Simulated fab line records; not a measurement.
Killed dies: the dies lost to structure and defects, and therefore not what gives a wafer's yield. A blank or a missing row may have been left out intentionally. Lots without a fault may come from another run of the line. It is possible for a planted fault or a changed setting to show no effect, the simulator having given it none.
Which tool did it? -- flow n5Finfet -- at 1 step of a route of 1938, 12 lots with 36 wafers sampled

WHAT THE GAUGES SHOWED, per wafer
N5_SD_EPI_N_OVL_MEAS_10.
lot,measured,on,SD_N_BLK_OVL (nm)
L075,day 3 07:02,overlay-02,-2.0 -1.5 -1.3
L077,day 3 18:36,overlay-02,-0.5 0.4 0.1
L079,day 4 09:02,overlay-01,-0.7 -0.5 0.7
L081,day 4 18:29,overlay-02,-0.9 -1.0 -1.0
L083,day 5 08:49,overlay-01,0.1 0.1 -0.7
L085,day 5 20:25,overlay-02,-0.6 -0.9 0.2
L087,day 6 06:35,overlay-01,-1.1 -1.3 -0.5
L089,day 6 19:28,overlay-01,-0.2 -0.3 -1.1
L091,day 7 08:28,overlay-02,0.1 -0.7 0.3
L093,day 7 20:49,overlay-02,-1.3 -1.9 -1.2
L095,day 8 06:27,overlay-02,-1.0 -0.4 -0.2
L097,day 9 01:04,overlay-01,-2.1 -1.3 -2.3

WHAT TOOL EACH LOT RAN ON (gives the tool, then ch and the chambers of the sampled wafers, and finally the start)
There is no process step in the record ahead of these readings.

THE ANSWER, worked out from the rows above alone
Rule: the lots themselves supply what counts as usual. The widest of any qualifying gaps counts: lots, ordered by their means at a reading, are off when they make up no more than a third of the lots, leave a main group of 4 or more, and stand apart from it by 3 or more times the standard deviation of that group's means. If all means in a main group match to the digits the tables above print for the reading, that group is not used. Also off: a lot with no number at a reading for which 4 or more lots have one. Any other lot the step has rows for is counted as sound.
No lot is off at any reading shown: from this, nothing can be told.

WHAT THE SIMULATOR PUT IN
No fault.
